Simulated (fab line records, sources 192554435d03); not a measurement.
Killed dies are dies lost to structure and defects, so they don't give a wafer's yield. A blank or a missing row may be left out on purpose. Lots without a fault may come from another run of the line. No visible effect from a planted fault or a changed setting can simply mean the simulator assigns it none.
fab line records / flow n5_finfet
[record] lots = 5 wafers = 15 last_day = 16
route steps=1938 shown DUMMY_GATE@235 BEOL_M4@1111 PASSIVATION@1936
lots that met no fault: from a run of the same line without faults
start_h: hours from the record's opening day to when the first of the lot's shown wafers began / wait_h: hours elapsed since this lot's preceding step / " identical to the entry in the row above / L1.1+2: a row that stands for several wafers / - no value, or no start given / * or withheld: withheld / < > ~ a bound
route shown NAME@n: a module of which the file shows steps, and the number in the route of the first / usual: the fault-free wafers' mean and standard deviation / same: alike in all rows / chamber/n: place in a boat / sites: each site's reading / _std_site: standard deviation of those values / _edge_site: inner sites' mean taken away from outer sites' mean / radius_mm: for every site, how far away it sits from the centre of the wafer / mask NAME#n: copy n / behind: the most recent tool/chamber to have shaped the wafer / hold: the reason the lot was held/the length of the hold in hours/how it ended / device: the n, p or np transistor that did not switch / end of line: the tests these same wafers got at the end of their route / where a step has no rows: the recipe by itself / killed: not the wafer's yield, but the dies lost to structure and defects at the first sort / map: shows each die of a wafer: x if killed, . if not, _ if none is there
set.NAME: setting as actually run; set.NAME@STEP: the setting as run at that earlier step / model.NAME: the simulator's own value behind a step, which no gauge read
lots seen at some steps along the route; tables by step, rows by wafer
[[steps]]
[step N5_DUMMY_GATE_ETCH_29]
[recipe] chemistry = N2/H2 target = underlayer target_depth_a = 130 ion_energy_ev = 200 pressure_mtorr = 30 source_w = 840 bias_w = 150 n2_flow_sccm = 200 h2_flow_sccm = 200
[step N5_DUMMY_GATE_ETCH_36]
[recipe] chemistry = CF4 target = SiARC target_depth_a = 130 pressure_mtorr = 40 source_w = 545 bias_w = 36 Ar_flow_sccm = 100 cf4_flow_sccm = 100 ion_energy_ev = 80
[step N5_DUMMY_GATE_ETCH_37]
[recipe] chemistry = N2/H2 target = SOC target_depth_a = 600 overetch_a = 300 temp_c = 40 ion_energy_ev = 200 pressure_mtorr = 30 source_w = 840 bias_w = 150 n2_flow_sccm = 200 h2_flow_sccm = 200
[step N5_DUMMY_GATE_STRIP_38]
[recipe] chemistry = N2/H2 temp_c = 40 n2_flow_sccm = 200 h2_flow_sccm = 200 rf_frequency_hz = 6e+07
[step N5_DUMMY_GATE_STRIP_39]
[recipe] chemistry = N2/H2 temp_c = 40 n2_flow_sccm = 200 h2_flow_sccm = 200 rf_frequency_hz = 6e+07
[step N5_DUMMY_GATE_TRIM_49]
[recipe] chemistry = O2 resist = SOC time_s = 29 target_cd_nm = 14 source_power_w = 300 bias_power_w = 0 O2_flow_sccm = 100 temp_c = 20
[step N5_DUMMY_GATE_STRIP_40]
[recipe] chemistry = CF4 resist = SiARC power_w = 300 bias_power_w = 75 pressure_mtorr = 50 cf4_flow_sccm = 150 rf_frequency_hz = 6e+07
[step N5_DUMMY_GATE_ETCH_31]
[recipe] chemistry = C4F6/O2 target = SiO2 mask_material = SOC target_depth_a = 825 time_s = 27.5 ion_energy_ev = 250 pressure_mtorr = 30 source_w = 345 bias_w = 185 Ar_flow_sccm = 300 C4F6_flow_sccm = 10 O2_flow_sccm = 10
[step N5_DUMMY_GATE_STRIP_41]
[recipe] chemistry = O2 power_w = 400 temp_c = 40 pressure_mtorr = 30 rf_frequency_hz = 6e+07 bias_power_w = 0 overash_fraction = 0.3 o2_flow_sccm = 225
[step N5_DUMMY_GATE_HM_OPEN_21]
[recipe] chemistry = CH3F/O2 target = SiNx target_depth_a = 1200 Ar_flow_sccm = 150 CH3F_flow_sccm = 30 O2_flow_sccm = 23 time_s = 171.4 pressure_mtorr = 30 source_w = 395 bias_w = 73 ion_energy_ev = 120.7
[step N5_DUMMY_GATE_ETCH_32]
[recipe] chemistry = CF4 target = SiO2 target_depth_a = 35 time_s = 3.9 ion_energy_ev = 350 pressure_mtorr = 10 icp_w = 800 bias_w = 400 cf4_flow_sccm = 80
[step N5_DUMMY_GATE_ETCH_23]
[recipe] chemistry = HBr/Cl2/O2 HBr_flow_sccm = 150 Cl2_flow_sccm = 80 O2_flow_sccm = 12 bias_w = 102 target_depth_a = 410 time_s = 22.3 target = poly-Si mask_material = SiO2 pressure_mtorr = 10 icp_w = 800
[usual] HBr_flow_sccm = 150.1/0.45 O2_flow_sccm = 12.00/0.035 drypump_motor_current_A = 5.80/0.26 oes_product_au = 0.994/0.016 throttle_valve_pct = 37.4/0.35
lot.wafer=L132.1 tool=rie_si-02 chamber=0 start_h=78.67 wait_h=0.0 HBr_flow_sccm=150.1 O2_flow_sccm=11.99 drypump_motor_current_A=5.23 oes_product_au=0.973 rf_hours_counter_h=68 throttle_valve_pct=37.4 model.SiO2_of_DUMMY_GATE_PECVD_30.thk_nm=38.6
lot.wafer=L132.3 tool=rie_si-02 chamber=1 start_h=78.67 wait_h=0.0 HBr_flow_sccm=149.4 O2_flow_sccm=11.99 drypump_motor_current_A=5.80 oes_product_au=0.999 rf_hours_counter_h=185 throttle_valve_pct=37.1 model.SiO2_of_DUMMY_GATE_PECVD_30.thk_nm=39.2
lot.wafer=L132.5 tool=rie_si-02 chamber=1 start_h=78.67 wait_h=0.0 HBr_flow_sccm=149.1 O2_flow_sccm=12.01 drypump_motor_current_A=5.81 oes_product_au=0.991 rf_hours_counter_h=- throttle_valve_pct=37.1 model.SiO2_of_DUMMY_GATE_PECVD_30.thk_nm=39.4
lot.wafer=L138.4 tool=rie_si-02 chamber=1 start_h=115.68 wait_h=0.0 HBr_flow_sccm=- O2_flow_sccm=- drypump_motor_current_A=- oes_product_au=- rf_hours_counter_h=- throttle_valve_pct=- model.SiO2_of_DUMMY_GATE_PECVD_30.thk_nm=42.8
lot.wafer=L138.5 tool=rie_si-02 chamber=0 start_h=115.68 wait_h=0.0 HBr_flow_sccm=- O2_flow_sccm=- drypump_motor_current_A=- oes_product_au=- rf_hours_counter_h=- throttle_valve_pct=- model.SiO2_of_DUMMY_GATE_PECVD_30.thk_nm=42.6
lot.wafer=L138.6 tool=rie_si-02 chamber=1 start_h=115.68 wait_h=0.0 HBr_flow_sccm=- O2_flow_sccm=- drypump_motor_current_A=- oes_product_au=- rf_hours_counter_h=- throttle_valve_pct=- model.SiO2_of_DUMMY_GATE_PECVD_30.thk_nm=43
lot.wafer=L139.3 tool=rie_si-02 chamber=1 start_h=121.23 wait_h=0.0 HBr_flow_sccm=- O2_flow_sccm=- drypump_motor_current_A=- oes_product_au=- rf_hours_counter_h=- throttle_valve_pct=- model.SiO2_of_DUMMY_GATE_PECVD_30.thk_nm=40
lot.wafer=L139.5 tool=rie_si-02 chamber=3 start_h=121.23 wait_h=0.0 HBr_flow_sccm=- O2_flow_sccm=- drypump_motor_current_A=- oes_product_au=- rf_hours_counter_h=- throttle_valve_pct=- model.SiO2_of_DUMMY_GATE_PECVD_30.thk_nm=42.4
lot.wafer=L139.6 tool=rie_si-02 chamber=2 start_h=121.23 wait_h=0.0 HBr_flow_sccm=- O2_flow_sccm=- drypump_motor_current_A=- oes_product_au=- rf_hours_counter_h=- throttle_valve_pct=- model.SiO2_of_DUMMY_GATE_PECVD_30.thk_nm=40.4
lot.wafer=L140.2 tool=rie_si-06 chamber=2 start_h=127.45 wait_h=0.0 HBr_flow_sccm=- O2_flow_sccm=- drypump_motor_current_A=- oes_product_au=- rf_hours_counter_h=- throttle_valve_pct=- model.SiO2_of_DUMMY_GATE_PECVD_30.thk_nm=42
lot.wafer=L140.3 tool=rie_si-06 chamber=0 start_h=127.45 wait_h=0.0 HBr_flow_sccm=- O2_flow_sccm=- drypump_motor_current_A=- oes_product_au=- rf_hours_counter_h=- throttle_valve_pct=- model.SiO2_of_DUMMY_GATE_PECVD_30.thk_nm=42
lot.wafer=L140.4 tool=rie_si-06 chamber=1 start_h=127.45 wait_h=0.0 HBr_flow_sccm=- O2_flow_sccm=- drypump_motor_current_A=- oes_product_au=- rf_hours_counter_h=- throttle_valve_pct=- model.SiO2_of_DUMMY_GATE_PECVD_30.thk_nm=42.4
lot.wafer=L145.3 tool=rie_si-06 chamber=2 start_h=158.30 wait_h=0.0 HBr_flow_sccm=149.9 O2_flow_sccm=11.93 drypump_motor_current_A=6.02 oes_product_au=0.997 rf_hours_counter_h=8 throttle_valve_pct=37.2 model.SiO2_of_DUMMY_GATE_PECVD_30.thk_nm=38.4
lot.wafer=L145.5 tool=rie_si-06 chamber=1 start_h=158.30 wait_h=0.0 HBr_flow_sccm=150.7 O2_flow_sccm=11.98 drypump_motor_current_A=5.83 oes_product_au=0.983 rf_hours_counter_h=- throttle_valve_pct=37.6 model.SiO2_of_DUMMY_GATE_PECVD_30.thk_nm=39
lot.wafer=L145.6 tool=rie_si-06 chamber=2 start_h=158.30 wait_h=0.0 HBr_flow_sccm=149.4 O2_flow_sccm=11.99 drypump_motor_current_A=6.04 oes_product_au=0.988 rf_hours_counter_h=- throttle_valve_pct=37.2 model.SiO2_of_DUMMY_GATE_PECVD_30.thk_nm=39.4
[step N5_DUMMY_GATE_ETCH_44]
[recipe] chemistry = HBr/O2 over_etch_frac = 0.7 target_depth_a = 1275 stop_on = SiO2 ion_energy_ev = 60 bias_w = 20 target = poly-Si mask_material = SiO2 pressure_mtorr = 20 icp_w = 400 HBr_flow_sccm = 120 O2_flow_sccm = 10
[usual] HBr_flow_sccm = 120.0/0.38 O2_flow_sccm = 10.000/0.029 drypump_motor_current_A = 5.80/0.26 oes_product_au = 0.727/0.013 throttle_valve_pct = 18.60/0.24
lot.wafer=L132.1 tool=rie_si-02 chamber=0 start_h=78.73 wait_h=0.0 HBr_flow_sccm=119.4 O2_flow_sccm=10.020 drypump_motor_current_A=5.23 oes_product_au=0.723 rf_hours_counter_h=68 throttle_valve_pct=18.76 model.SiO2_of_DUMMY_GATE_PECVD_30.thk_nm=37.6
lot.wafer=L132.3 tool=rie_si-02 chamber=1 start_h=78.73 wait_h=0.0 HBr_flow_sccm=119.6 O2_flow_sccm=10.005 drypump_motor_current_A=5.79 oes_product_au=0.729 rf_hours_counter_h=185 throttle_valve_pct=18.55 model.SiO2_of_DUMMY_GATE_PECVD_30.thk_nm=38.2
lot.wafer=L132.5 tool=rie_si-02 chamber=1 start_h=78.73 wait_h=0.0 HBr_flow_sccm=120.5 O2_flow_sccm=10.011 drypump_motor_current_A=5.81 oes_product_au=0.742 rf_hours_counter_h=- throttle_valve_pct=18.55 model.SiO2_of_DUMMY_GATE_PECVD_30.thk_nm=38.4
lot.wafer=L138.4 tool=rie_si-02 chamber=1 start_h=115.73 wait_h=0.0 HBr_flow_sccm=120.0 O2_flow_sccm=9.997 drypump_motor_current_A=5.77 oes_product_au=0.738 rf_hours_counter_h=186 throttle_valve_pct=18.53 model.SiO2_of_DUMMY_GATE_PECVD_30.thk_nm=41.8
lot.wafer=L138.5 tool=rie_si-02 chamber=0 start_h=115.73 wait_h=0.0 HBr_flow_sccm=119.8 O2_flow_sccm=10.062 drypump_motor_current_A=5.22 oes_product_au=0.716 rf_hours_counter_h=- throttle_valve_pct=18.75 model.SiO2_of_DUMMY_GATE_PECVD_30.thk_nm=41.6
lot.wafer=L138.6 tool=rie_si-02 chamber=1 start_h=115.73 wait_h=0.0 HBr_flow_sccm=119.0 O2_flow_sccm=10.031 drypump_motor_current_A=5.77 oes_product_au=0.738 rf_hours_counter_h=- throttle_valve_pct=18.54 model.SiO2_of_DUMMY_GATE_PECVD_30.thk_nm=42
lot.wafer=L139.3 tool=rie_si-02 chamber=1 start_h=121.29 wait_h=0.0 HBr_flow_sccm=119.8 O2_flow_sccm=9.980 drypump_motor_current_A=5.79 oes_product_au=0.731 rf_hours_counter_h=186 throttle_valve_pct=18.56 model.SiO2_of_DUMMY_GATE_PECVD_30.thk_nm=39.2
lot.wafer=L139.5 tool=rie_si-02 chamber=3 start_h=121.29 wait_h=0.0 HBr_flow_sccm=120.3 O2_flow_sccm=10.028 drypump_motor_current_A=5.82 oes_product_au=0.705 rf_hours_counter_h=- throttle_valve_pct=18.36 model.SiO2_of_DUMMY_GATE_PECVD_30.thk_nm=41.4
lot.wafer=L139.6 tool=rie_si-02 chamber=2 start_h=121.29 wait_h=0.0 HBr_flow_sccm=119.7 O2_flow_sccm=9.985 drypump_motor_current_A=5.87 oes_product_au=0.705 rf_hours_counter_h=- throttle_valve_pct=18.54 model.SiO2_of_DUMMY_GATE_PECVD_30.thk_nm=39.4
lot.wafer=L140.2 tool=rie_si-06 chamber=2 start_h=127.51 wait_h=0.0 HBr_flow_sccm=120.6 O2_flow_sccm=9.999 drypump_motor_current_A=6.03 oes_product_au=0.735 rf_hours_counter_h=8 throttle_valve_pct=18.60 model.SiO2_of_DUMMY_GATE_PECVD_30.thk_nm=41
lot.wafer=L140.3 tool=rie_si-06 chamber=0 start_h=127.51 wait_h=0.0 HBr_flow_sccm=120.2 O2_flow_sccm=9.991 drypump_motor_current_A=5.93 oes_product_au=0.746 rf_hours_counter_h=9 throttle_valve_pct=19.00 model.SiO2_of_DUMMY_GATE_PECVD_30.thk_nm=41
lot.wafer=L140.4 tool=rie_si-06 chamber=1 start_h=127.51 wait_h=0.0 HBr_flow_sccm=119.9 O2_flow_sccm=10.008 drypump_motor_current_A=5.83 oes_product_au=0.726 rf_hours_counter_h=162 throttle_valve_pct=18.65 model.SiO2_of_DUMMY_GATE_PECVD_30.thk_nm=41.4
lot.wafer=L145.3 tool=rie_si-06 chamber=2 start_h=158.36 wait_h=0.0 HBr_flow_sccm=119.6 O2_flow_sccm=9.974 drypump_motor_current_A=6.05 oes_product_au=0.732 rf_hours_counter_h=8 throttle_valve_pct=18.59 model.SiO2_of_DUMMY_GATE_PECVD_30.thk_nm=37.4
lot.wafer=L145.5 tool=rie_si-06 chamber=1 start_h=158.36 wait_h=0.0 HBr_flow_sccm=120.5 O2_flow_sccm=10.030 drypump_motor_current_A=5.82 oes_product_au=0.722 rf_hours_counter_h=- throttle_valve_pct=18.64 model.SiO2_of_DUMMY_GATE_PECVD_30.thk_nm=38
lot.wafer=L145.6 tool=rie_si-06 chamber=2 start_h=158.36 wait_h=0.0 HBr_flow_sccm=120.1 O2_flow_sccm=9.929 drypump_motor_current_A=6.05 oes_product_au=0.723 rf_hours_counter_h=- throttle_valve_pct=18.61 model.SiO2_of_DUMMY_GATE_PECVD_30.thk_nm=38.4
[step N5_BEOL_M4_RC_MEAS_101]
[usual] DIBL_N = 35.8/1.8 DIBL_P = 35.6/2 IOFF_N = 0.148/0.028 IOFF_P = 0.20/0.034 ION_N = 672/12 ION_P = 462/8.5 SS_N = 71.2/0.65 SS_P = 73.1/0.67 VT_N = 251/3.3 VT_P = -251/3.8
lot.wafer=L132.1 tool=prober-01 chamber=0 start_h=196.42 wait_h=0.0 DIBL_N[mV/V]=36.1 DIBL_P[mV/V]=34.7 IOFF_N[nA/um]=0.136 IOFF_P[nA/um]=0.18 ION_N[uA/um]=678 ION_P[uA/um]=461 SS_N[mV/dec]=71.2 SS_P[mV/dec]=73.2 VT_N[mV]=251 VT_P[mV]=-253
lot.wafer=L132.3 tool=prober-01 chamber=0 start_h=196.42 wait_h=0.0 DIBL_N[mV/V]=34.8 DIBL_P[mV/V]=33.6 IOFF_N[nA/um]=0.117 IOFF_P[nA/um]=0.16 ION_N[uA/um]=663 ION_P[uA/um]=454 SS_N[mV/dec]=70.6 SS_P[mV/dec]=72.5 VT_N[mV]=252 VT_P[mV]=-255
lot.wafer=L132.5 tool=prober-01 chamber=0 start_h=196.42 wait_h=0.0 DIBL_N[mV/V]=36.1 DIBL_P[mV/V]=35.3 IOFF_N[nA/um]=0.133 IOFF_P[nA/um]=0.18 ION_N[uA/um]=664 ION_P[uA/um]=457 SS_N[mV/dec]=71.0 SS_P[mV/dec]=73.3 VT_N[mV]=257 VT_P[mV]=-252
lot.wafer=L145.3 tool=prober-01 chamber=0 start_h=267.62 wait_h=0.3 DIBL_N[mV/V]=37.0 DIBL_P[mV/V]=37.7 IOFF_N[nA/um]=0.157 IOFF_P[nA/um]=0.21 ION_N[uA/um]=676 ION_P[uA/um]=463 SS_N[mV/dec]=71.7 SS_P[mV/dec]=73.4 VT_N[mV]=250 VT_P[mV]=-252
lot.wafer=L145.5 tool=prober-01 chamber=0 start_h=267.62 wait_h=0.3 DIBL_N[mV/V]=37.7 DIBL_P[mV/V]=38.0 IOFF_N[nA/um]=0.160 IOFF_P[nA/um]=0.20 ION_N[uA/um]=668 ION_P[uA/um]=460 SS_N[mV/dec]=71.7 SS_P[mV/dec]=74.1 VT_N[mV]=251 VT_P[mV]=-251
lot.wafer=L145.6 tool=prober-01 chamber=0 start_h=267.62 wait_h=0.3 DIBL_N[mV/V]=36.9 DIBL_P[mV/V]=36.7 IOFF_N[nA/um]=0.158 IOFF_P[nA/um]=0.19 ION_N[uA/um]=673 ION_P[uA/um]=455 SS_N[mV/dec]=72.4 SS_P[mV/dec]=73.3 VT_N[mV]=250 VT_P[mV]=-253
[step N5_PASSIVATION_PROBE_49]
[usual] defect_limited_yield = 91.3/1.5 killed_at_M0_to_M3 = 34/11 killed_at_M4_up = 14/6.1 killed_at_contacts = 12/5.9 killed_at_front_end = 39/11 killed_at_other = 4/3.3 killed_dies = 102/18 killed_on_rim = 13/3.8 killed_open = 67/13 killed_short = 33/7.9 sort_bin_5_function = 5.1/1 sort_bin_6_memory = 3.3/0.7 sort_n_pass = 1077/19 sort_yield_pct = 91.3/1.6
[same] gross_dies = 1180 killed_at_back_side = 0 sort_bin_4_leakage[%] = 0 sort_bin_8_speed[%] = 0
lot.wafer=L132.1 tool=prober-02 chamber=- start_h=292.59 wait_h=0.0 defect_limited_yield[%]=91.4 killed_at_M0_to_M3=28 killed_at_M4_up=14 killed_at_contacts=8 killed_at_front_end=42 killed_at_other=10 killed_dies=102 killed_on_rim=6 killed_open=73 killed_short=28 sort_bin_5_function[%]=4.5 sort_bin_6_memory[%]=3.7 sort_n_pass=1078 sort_yield_pct[%]=91.4
lot.wafer=L132.3 tool=prober-02 chamber=- start_h=292.69 wait_h=0.1 defect_limited_yield[%]=90.5 killed_at_M0_to_M3=34 killed_at_M4_up=22 killed_at_contacts=11 killed_at_front_end=42 killed_at_other=3 killed_dies=112 killed_on_rim=17 killed_open=69 killed_short=40 sort_bin_5_function[%]=5.9 sort_bin_6_memory[%]=3.1 sort_n_pass=1068 sort_yield_pct[%]=90.5
lot.wafer=L132.5 tool=prober-02 chamber=- start_h=292.79 wait_h=0.2 defect_limited_yield[%]=93.0 killed_at_M0_to_M3=23 killed_at_M4_up=14 killed_at_contacts=7 killed_at_front_end=39 killed_at_other=0 killed_dies=83 killed_on_rim=12 killed_open=57 killed_short=25 sort_bin_5_function[%]=4.1 sort_bin_6_memory[%]=2.7 sort_n_pass=1097 sort_yield_pct[%]=93.0
lot.wafer=L138.4 tool=prober-01 chamber=- start_h=328.22 wait_h=0.2 defect_limited_yield[%]=0 killed_at_M0_to_M3=40 killed_at_M4_up=10 killed_at_contacts=7 killed_at_front_end=1116 killed_at_other=7 killed_dies=1180 killed_on_rim=152 killed_open=44 killed_short=35 sort_bin_5_function[%]=97.8 sort_bin_6_memory[%]=2.1 sort_n_pass=0 sort_yield_pct[%]=0
lot.wafer=L138.5 tool=prober-01 chamber=- start_h=328.27 wait_h=0.2 defect_limited_yield[%]=0 killed_at_M0_to_M3=46 killed_at_M4_up=16 killed_at_contacts=19 killed_at_front_end=1090 killed_at_other=9 killed_dies=1180 killed_on_rim=152 killed_open=81 killed_short=40 sort_bin_5_function[%]=96.6 sort_bin_6_memory[%]=3.0 sort_n_pass=0 sort_yield_pct[%]=0
lot.wafer=L138.6 tool=prober-01 chamber=- start_h=328.32 wait_h=0.3 defect_limited_yield[%]=0 killed_at_M0_to_M3=42 killed_at_M4_up=9 killed_at_contacts=11 killed_at_front_end=1110 killed_at_other=8 killed_dies=1180 killed_on_rim=152 killed_open=67 killed_short=38 sort_bin_5_function[%]=96.5 sort_bin_6_memory[%]=3.4 sort_n_pass=0 sort_yield_pct[%]=0
lot.wafer=L145.3 tool=prober-02 chamber=- start_h=373.53 wait_h=0.1 defect_limited_yield[%]=93.9 killed_at_M0_to_M3=25 killed_at_M4_up=12 killed_at_contacts=4 killed_at_front_end=25 killed_at_other=6 killed_dies=72 killed_on_rim=8 killed_open=47 killed_short=24 sort_bin_5_function[%]=3.5 sort_bin_6_memory[%]=2.5 sort_n_pass=1108 sort_yield_pct[%]=93.9
lot.wafer=L145.5 tool=prober-02 chamber=- start_h=373.63 wait_h=0.2 defect_limited_yield[%]=93.6 killed_at_M0_to_M3=21 killed_at_M4_up=12 killed_at_contacts=7 killed_at_front_end=34 killed_at_other=1 killed_dies=75 killed_on_rim=6 killed_open=44 killed_short=27 sort_bin_5_function[%]=4.2 sort_bin_6_memory[%]=1.9 sort_n_pass=1105 sort_yield_pct[%]=93.6
lot.wafer=L145.6 tool=prober-02 chamber=- start_h=373.68 wait_h=0.3 defect_limited_yield[%]=91.9 killed_at_M0_to_M3=36 killed_at_M4_up=12 killed_at_contacts=9 killed_at_front_end=37 killed_at_other=2 killed_dies=96 killed_on_rim=15 killed_open=55 killed_short=37 sort_bin_5_function[%]=4.9 sort_bin_6_memory[%]=2.5 sort_n_pass=1084 sort_yield_pct[%]=91.9
// killed by level:class
L132.1 STI_FIN_REVEAL:geometric_particle:open=13 BEOL_M0_SAQP:geometric_particle:short=9 BEOL_M0_SAQP:geometric_particle:open=9 DUMMY_GATE:geometric_particle:open=7 MOL_CONTACT_COAG:geometric_particle:open=7 BEOL_M1:geometric_particle:open=6 STARTING-WAFER:geometric_particle:open=6 FIN_SAQP:geometric_particle:open=5
L132.3 BEOL_M4:geometric_particle:open=14 FIN_SAQP:geometric_particle:short=10 FIN_SAQP:geometric_particle:open=8 BEOL_M0_SAQP:geometric_particle:short=8 BEOL_M1:geometric_particle:open=8 BEOL_M0_SAQP:geometric_particle:open=7 GATE_CUT:geometric_particle:open=5 MOL_CONTACT_COAG:geometric_particle:short=5
L132.5 STI_FIN_REVEAL:geometric_particle:open=10 BEOL_M1:geometric_particle:open=7 FIN_SAQP:geometric_particle:open=6 DUMMY_GATE:geometric_particle:open=6 MOL_CONTACT_COAG:geometric_particle:open=6 STI_FIN_REVEAL:geometric_particle:short=4 BEOL_M0_SAQP:geometric_particle:short=4 BEOL_M4:geometric_particle:short=4
L138.4 DUMMY_GATE:area_etch=1100 BEOL_M0_SAQP:geometric_particle:short=9 BEOL_M0_SAQP:geometric_particle:open=7 BEOL_M1:geometric_particle:open=7 BEOL_M4:geometric_particle:open=6 MOL_CONTACT_COAG:geometric_particle:open=5 BEOL_M3:geometric_particle:open=4 FIN_SAQP:geometric_particle:short=3
L138.5 DUMMY_GATE:area_etch=1057 MOL_CONTACT_COAG:geometric_particle:open=18 BEOL_M0_SAQP:geometric_particle:short=13 STI_FIN_REVEAL:geometric_particle:open=10 BEOL_M4:geometric_particle:open=10 FIN_SAQP:geometric_particle:open=8 GATE_CUT:geometric_particle:short=7 BEOL_M0_SAQP:geometric_particle:open=6
L138.6 DUMMY_GATE:area_etch=1075 BEOL_M0_SAQP:geometric_particle:short=9 BEOL_M1:geometric_particle:open=8 GATE_CUT:geometric_particle:short=7 STI_FIN_REVEAL:geometric_particle:open=7 MOL_CONTACT_COAG:geometric_particle:open=7 BEOL_M0_SAQP:geometric_particle:open=7 BEOL_M2:geometric_particle:open=6
L145.3 BEOL_M0_SAQP:geometric_particle:short=9 BEOL_M0_SAQP:geometric_particle:open=7 STI_FIN_REVEAL:geometric_particle:open=5 BEOL_M1:geometric_particle:open=5 STARTING-WAFER:geometric_particle:short=4 BEOL_M4:geometric_particle:open=4 GATE_CUT:geometric_particle:open=3 MOL_CONTACT_COAG:geometric_particle:open=3
L145.5 FIN_SAQP:geometric_particle:open=8 BEOL_M3:geometric_particle:open=5 MOL_CONTACT_COAG:geometric_particle:open=4 BEOL_M0_SAQP:geometric_particle:short=4 BEOL_M4:geometric_particle:open=4 STARTING-WAFER:geometric_particle:short=4 FIN_SAQP:geometric_particle:short=3 GATE_CUT:geometric_particle:short=3
L145.6 BEOL_M0_SAQP:geometric_particle:short=11 BEOL_M0_SAQP:geometric_particle:open=10 FIN_SAQP:geometric_particle:short=7 FIN_SAQP:geometric_particle:open=7 MOL_CONTACT_COAG:geometric_particle:open=7 BEOL_M3:geometric_particle:open=6 STARTING-WAFER:geometric_particle:open=4 HKMG_FIN:area_etch=4
// map L138.4 (x killed, . not)
_________________xxxxxxxxxxxx________________
______________xxxxxxxxxxxxxxxxxx_____________
___________xxxxxxxxxxxxxxxxxxxxxxxx__________
__________xxxxxxxxxxxxxxxxxxxxxxxxxx_________
________xxxxxxxxxxxxxxxxxxxxxxxxxxxxxx_______
_______xxxxxxxxxxxxxxxxxxxxxxxxxxxxxxxx______
______xxxxxxxxxxxxxxxxxxxxxxxxxxxxxxxxxx_____
_____xxxxxxxxxxxxxxxxxxxxxxxxxxxxxxxxxxxx____
____xxxxxxxxxxxxxxxxxxxxxxxxxxxxxxxxxxxxxx___
___xxxxxxxxxxxxxxxxxxxxxxxxxxxxxxxxxxxxxxxx__
___xxxxxxxxxxxxxxxxxxxxxxxxxxxxxxxxxxxxxxxx__
__xxxxxxxxxxxxxxxxxxxxxxxxxxxxxxxxxxxxxxxxxx_
__xxxxxxxxxxxxxxxxxxxxxxxxxxxxxxxxxxxxxxxxxx_
_xxxxxxxxxxxxxxxxxxxxxxxxxxxxxxxxxxxxxxxxxxxx
_xxxxxxxxxxxxxxxxxxxxxxxxxxxxxxxxxxxxxxxxxxxx
_xxxxxxxxxxxxxxxxxxxxxxxxxxxxxxxxxxxxxxxxxxxx
_xxxxxxxxxxxxxxxxxxxxxxxxxxxxxxxxxxxxxxxxxxxx
_xxxxxxxxxxxxxxxxxxxxxxxxxxxxxxxxxxxxxxxxxxxx
_xxxxxxxxxxxxxxxxxxxxxxxxxxxxxxxxxxxxxxxxxxxx
_xxxxxxxxxxxxxxxxxxxxxxxxxxxxxxxxxxxxxxxxxxxx
_xxxxxxxxxxxxxxxxxxxxxxxxxxxxxxxxxxxxxxxxxxxx
__xxxxxxxxxxxxxxxxxxxxxxxxxxxxxxxxxxxxxxxxxx_
__xxxxxxxxxxxxxxxxxxxxxxxxxxxxxxxxxxxxxxxxxx_
___xxxxxxxxxxxxxxxxxxxxxxxxxxxxxxxxxxxxxxxx__
___xxxxxxxxxxxxxxxxxxxxxxxxxxxxxxxxxxxxxxxx__
____xxxxxxxxxxxxxxxxxxxxxxxxxxxxxxxxxxxxxx___
_____xxxxxxxxxxxxxxxxxxxxxxxxxxxxxxxxxxxx____
______xxxxxxxxxxxxxxxxxxxxxxxxxxxxxxxxxx_____
_______xxxxxxxxxxxxxxxxxxxxxxxxxxxxxxxx______
________xxxxxxxxxxxxxxxxxxxxxxxxxxxxxx_______
__________xxxxxxxxxxxxxxxxxxxxxxxxxx_________
___________xxxxxxxxxxxxxxxxxxxxxxxx__________
______________xxxxxxxxxxxxxxxxxx_____________
_________________xxxxxxxxxxxx________________
// map L132.3 (x killed, . not)
_________________x....x.....x________________
______________....x............._____________
___________.....................x..__________
__________...............x.........._________
________..............x..............._______
_______.............x..................______
______.................................._____
_____.................xx.....x...x.xx....____
____........x...................x.x.......___
___x.........x......xx.......x.x.x.......x.__
___.x..........x...x.......................__
__...x.x..........x......................x.._
__xx................x..........x............_
_.......x..................xx............x..x
_...........x..........x............x........
_.x................................xx..x.....
_.............x............x.............x...
_..xx.........x..........x.................x.
_................x..........x...............x
_x...........x.....................x....x....
_.......x.x.x.x...................x...x.....x
__.........xx.....x........................._
__....xx................x......x....x......._
___...x.x..................................__
___.........x.......x....x.....x...x.....x.__
____...x....x......x....x.........x.......___
_____.......................x...........x____
______.................................._____
_______...............x....xx.........x______
________..................x..........._______
__________.....x.x.......x.....x..x._________
___________x........xx.x..x...x....__________
______________x.....x.....x....._____________
_________________............________________
[[key]]
[first_sign] step = N5_DUMMY_GATE_ETCH_23 reading = tool_record direction = missing
[effect] step = N5_PASSIVATION_PROBE_49 reading = killed_at_front_end direction = up sigmas = 99+ usual = 39 struck = 1105
[model_effect] step = N5_DUMMY_GATE_ETCH_23 value = SiO2_of_DUMMY_GATE_PECVD_30.thk_nm without = 39.4 struck = 41.96
[model_effect] step = N5_DUMMY_GATE_ETCH_44 value = SiO2_of_DUMMY_GATE_PECVD_30.thk_nm without = 38.42 struck = 40.98
[more_kills_born_at] N5_DUMMY_GATE_ETCH_23@rie_si-02 = 3232
met_at N5_DUMMY_GATE_ETCH_23
struck_wafers L138.4,L138.5,L138.6,L139.3,L139.5,L139.6,L140.2,L140.3,L140.4
rows_end L139.3,L139.5,L139.6,L140.2,L140.3,L140.4
later_rows_left_out L138.4,L138.5,L138.6
onset_between 78.67 115.68
[fault] kind = skipped_step_whole tool = rie_si-02,rie_si-06 chamber = - onset_h = 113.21 steps = N5_DUMMY_GATE_ETCH_23 scope = struck_lots_only
// later_rows_left_out: the simulator's readings of these wafers behind a module that went badly wrong aren't trusted and aren't shown, but for the sort
// rows_end: these wafers met a further fault down the route, and their rows from its step on are left out
